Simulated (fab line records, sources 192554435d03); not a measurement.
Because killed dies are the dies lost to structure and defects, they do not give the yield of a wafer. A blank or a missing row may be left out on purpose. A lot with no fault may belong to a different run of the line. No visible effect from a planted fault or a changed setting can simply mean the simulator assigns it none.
Lot-split experiment :: flow n5Finfet :: route with 1938 steps; 7 lots, 39 wafers read

## ON THE SPLIT
At N5_SD_EPI_N_EPI_21 (deposits Si:P, time 690 s), the setting pressureTorr was moved away from the recipe's 255 Torr on 36 of the 39 wafers read, by -19.2% to +16.3%. All remaining wafers had this setting at the recipe value.

## FROM THE SPLIT TO THE READING: what the file shows between them, 5 steps
- N5_SD_EPI_N_EPI_MEAS_23
- N5_SD_EPI_N_PRECLEAN_24: cleans in O3/DIW, time 60 s
- N5_SD_EPI_N_SRD_25: time 30 s
- N5_SD_ACTIVATION_RTA_00: time 0 s
- N5_SD_ACTIVATION_LSA_01: time 0.0008 s

## THE READING
At N5_SD_ACTIVATION_RS_MEAS_03, a four-point-probe measurement gives RS_SD_N in ohm/sq. Typical for fault-free wafers on this fab line: 21.84 ohm/sq, with standard deviation 0.29 ohm/sq.

wafer: L075.1
tool, chamber at the split: epiRpcvd-04, 0
pressureTorr as run, Torr: 206.1
against the recipe: -19.2%
RS_SD_N, ohm/sq: 24.49
against lot-mates on the recipe: no lot-mate on the recipe

wafer: L075.2
tool, chamber at the split: epiRpcvd-04, 0
pressureTorr as run, Torr: 206.1
against the recipe: -19.2%
RS_SD_N, ohm/sq: 24.00
against lot-mates on the recipe: no lot-mate on the recipe

wafer: L075.3
tool, chamber at the split: epiRpcvd-04, 0
pressureTorr as run, Torr: 206.1
against the recipe: -19.2%
RS_SD_N, ohm/sq: 24.21
against lot-mates on the recipe: no lot-mate on the recipe

wafer: L075.4
tool, chamber at the split: epiRpcvd-04, 0
pressureTorr as run, Torr: 206.1
against the recipe: -19.2%
RS_SD_N, ohm/sq: 24.00
against lot-mates on the recipe: no lot-mate on the recipe

wafer: L075.5
tool, chamber at the split: epiRpcvd-04, 0
pressureTorr as run, Torr: 206.1
against the recipe: -19.2%
RS_SD_N, ohm/sq: 24.13
against lot-mates on the recipe: no lot-mate on the recipe

wafer: L075.6
tool, chamber at the split: epiRpcvd-04, 0
pressureTorr as run, Torr: 206.1
against the recipe: -19.2%
RS_SD_N, ohm/sq: 23.99
against lot-mates on the recipe: no lot-mate on the recipe

wafer: L080.1
tool, chamber at the split: epiRpcvd-01, 0
pressureTorr as run, Torr: 255
against the recipe: recipe
RS_SD_N, ohm/sq: 22.18
against lot-mates on the recipe: -

wafer: L080.2
tool, chamber at the split: epiRpcvd-01, 0
pressureTorr as run, Torr: 255
against the recipe: recipe
RS_SD_N, ohm/sq: 21.98
against lot-mates on the recipe: -

wafer: L080.6
tool, chamber at the split: epiRpcvd-01, 0
pressureTorr as run, Torr: 255
against the recipe: recipe
RS_SD_N, ohm/sq: 21.90
against lot-mates on the recipe: -

wafer: L084.1
tool, chamber at the split: epiRpcvd-04, 0
pressureTorr as run, Torr: 276
against the recipe: +8.2%
RS_SD_N, ohm/sq: 21.19
against lot-mates on the recipe: no lot-mate on the recipe

wafer: L084.2
tool, chamber at the split: epiRpcvd-04, 0
pressureTorr as run, Torr: 276
against the recipe: +8.2%
RS_SD_N, ohm/sq: 21.00
against lot-mates on the recipe: no lot-mate on the recipe

wafer: L084.3
tool, chamber at the split: epiRpcvd-04, 0
pressureTorr as run, Torr: 276
against the recipe: +8.2%
RS_SD_N, ohm/sq: 21.44
against lot-mates on the recipe: no lot-mate on the recipe

wafer: L084.4
tool, chamber at the split: epiRpcvd-04, 0
pressureTorr as run, Torr: 276
against the recipe: +8.2%
RS_SD_N, ohm/sq: 21.33
against lot-mates on the recipe: no lot-mate on the recipe

wafer: L084.5
tool, chamber at the split: epiRpcvd-04, 0
pressureTorr as run, Torr: 276
against the recipe: +8.2%
RS_SD_N, ohm/sq: 21.22
against lot-mates on the recipe: no lot-mate on the recipe

wafer: L084.6
tool, chamber at the split: epiRpcvd-04, 0
pressureTorr as run, Torr: 276
against the recipe: +8.2%
RS_SD_N, ohm/sq: 21.15
against lot-mates on the recipe: no lot-mate on the recipe

wafer: L086.1
tool, chamber at the split: epiRpcvd-01, 0
pressureTorr as run, Torr: 296.6
against the recipe: +16.3%
RS_SD_N, ohm/sq: 20.25
against lot-mates on the recipe: no lot-mate on the recipe

wafer: L086.2
tool, chamber at the split: epiRpcvd-01, 0
pressureTorr as run, Torr: 296.6
against the recipe: +16.3%
RS_SD_N, ohm/sq: 20.53
against lot-mates on the recipe: no lot-mate on the recipe

wafer: L086.3
tool, chamber at the split: epiRpcvd-01, 0
pressureTorr as run, Torr: 296.6
against the recipe: +16.3%
RS_SD_N, ohm/sq: 20.57
against lot-mates on the recipe: no lot-mate on the recipe

wafer: L086.4
tool, chamber at the split: epiRpcvd-01, 0
pressureTorr as run, Torr: 296.6
against the recipe: +16.3%
RS_SD_N, ohm/sq: 20.67
against lot-mates on the recipe: no lot-mate on the recipe

wafer: L086.5
tool, chamber at the split: epiRpcvd-01, 0
pressureTorr as run, Torr: 296.6
against the recipe: +16.3%
RS_SD_N, ohm/sq: 20.40
against lot-mates on the recipe: no lot-mate on the recipe

wafer: L086.6
tool, chamber at the split: epiRpcvd-01, 0
pressureTorr as run, Torr: 296.6
against the recipe: +16.3%
RS_SD_N, ohm/sq: 20.59
against lot-mates on the recipe: no lot-mate on the recipe

wafer: L092.1
tool, chamber at the split: epiRpcvd-01, 0
pressureTorr as run, Torr: 287.2
against the recipe: +12.6%
RS_SD_N, ohm/sq: 20.08
against lot-mates on the recipe: no lot-mate on the recipe

wafer: L092.2
tool, chamber at the split: epiRpcvd-01, 0
pressureTorr as run, Torr: 287.2
against the recipe: +12.6%
RS_SD_N, ohm/sq: 20.35
against lot-mates on the recipe: no lot-mate on the recipe

wafer: L092.3
tool, chamber at the split: epiRpcvd-01, 0
pressureTorr as run, Torr: 287.2
against the recipe: +12.6%
RS_SD_N, ohm/sq: 20.38
against lot-mates on the recipe: no lot-mate on the recipe

wafer: L092.4
tool, chamber at the split: epiRpcvd-01, 0
pressureTorr as run, Torr: 287.2
against the recipe: +12.6%
RS_SD_N, ohm/sq: 20.14
against lot-mates on the recipe: no lot-mate on the recipe

wafer: L092.5
tool, chamber at the split: epiRpcvd-01, 0
pressureTorr as run, Torr: 287.2
against the recipe: +12.6%
RS_SD_N, ohm/sq: 20.25
against lot-mates on the recipe: no lot-mate on the recipe

wafer: L092.6
tool, chamber at the split: epiRpcvd-01, 0
pressureTorr as run, Torr: 287.2
against the recipe: +12.6%
RS_SD_N, ohm/sq: 20.19
against lot-mates on the recipe: no lot-mate on the recipe

wafer: L093.1
tool, chamber at the split: epiRpcvd-04, 0
pressureTorr as run, Torr: 210.7
against the recipe: -17.4%
RS_SD_N, ohm/sq: 23.72
against lot-mates on the recipe: no lot-mate on the recipe

wafer: L093.2
tool, chamber at the split: epiRpcvd-04, 0
pressureTorr as run, Torr: 210.7
against the recipe: -17.4%
RS_SD_N, ohm/sq: 23.97
against lot-mates on the recipe: no lot-mate on the recipe

wafer: L093.3
tool, chamber at the split: epiRpcvd-04, 0
pressureTorr as run, Torr: 210.7
against the recipe: -17.4%
RS_SD_N, ohm/sq: 23.73
against lot-mates on the recipe: no lot-mate on the recipe

wafer: L093.4
tool, chamber at the split: epiRpcvd-04, 0
pressureTorr as run, Torr: 210.7
against the recipe: -17.4%
RS_SD_N, ohm/sq: 23.93
against lot-mates on the recipe: no lot-mate on the recipe

wafer: L093.5
tool, chamber at the split: epiRpcvd-04, 0
pressureTorr as run, Torr: 210.7
against the recipe: -17.4%
RS_SD_N, ohm/sq: 23.87
against lot-mates on the recipe: no lot-mate on the recipe

wafer: L093.6
tool, chamber at the split: epiRpcvd-04, 0
pressureTorr as run, Torr: 210.7
against the recipe: -17.4%
RS_SD_N, ohm/sq: 23.74
against lot-mates on the recipe: no lot-mate on the recipe

wafer: L094.1
tool, chamber at the split: epiRpcvd-01, 0
pressureTorr as run, Torr: 279.7
against the recipe: +9.7%
RS_SD_N, ohm/sq: 20.90
against lot-mates on the recipe: no lot-mate on the recipe

wafer: L094.2
tool, chamber at the split: epiRpcvd-01, 0
pressureTorr as run, Torr: 279.7
against the recipe: +9.7%
RS_SD_N, ohm/sq: 21.09
against lot-mates on the recipe: no lot-mate on the recipe

wafer: L094.3
tool, chamber at the split: epiRpcvd-01, 0
pressureTorr as run, Torr: 279.7
against the recipe: +9.7%
RS_SD_N, ohm/sq: 20.83
against lot-mates on the recipe: no lot-mate on the recipe

wafer: L094.4
tool, chamber at the split: epiRpcvd-01, 0
pressureTorr as run, Torr: 279.7
against the recipe: +9.7%
RS_SD_N, ohm/sq: 20.80
against lot-mates on the recipe: no lot-mate on the recipe

wafer: L094.5
tool, chamber at the split: epiRpcvd-01, 0
pressureTorr as run, Torr: 279.7
against the recipe: +9.7%
RS_SD_N, ohm/sq: 21.33
against lot-mates on the recipe: no lot-mate on the recipe

wafer: L094.6
tool, chamber at the split: epiRpcvd-01, 0
pressureTorr as run, Torr: 279.7
against the recipe: +9.7%
RS_SD_N, ohm/sq: 21.34
against lot-mates on the recipe: no lot-mate on the recipe

FIT RESULTS
A straight line over all 39 wafers: RS_SD_N changes by -0.108 ohm/sq for each +1% of pressureTorr; r = -0.99; the points scatter about the line by 0.26 ohm/sq.
Too few moved wafers have a lot-mate on the recipe to fit a line with each lot's own level taken away.

## THE WHOLE CHAIN: every reading that the file lists as answering this split, in the file's order
step: N5_SD_EPI_N_EPI_21
what it does: deposits Si:P, time 690 s
reading: Si-P_of_SD_EPI_N_EPI_21.thkNm (the simulator's own value, which no gauge read)
change (the file's fit): +0.235 nm for each +1% of the setting
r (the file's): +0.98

step: N5_SD_EPI_N_EPI_MEAS_23
what it does: 
reading: thkNm
change (the file's fit): withheld for each +1% of the setting
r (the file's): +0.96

step: N5_SD_ACTIVATION_RS_MEAS_03
what it does: measures by four-point-probe
reading: RS_SD_N
change (the file's fit): -0.108 for each +1% of the setting
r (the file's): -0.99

## THE FILE'S OWN FIT
RS_SD_N changes by -0.108 ohm/sq for each +1% of pressureTorr, r = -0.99.
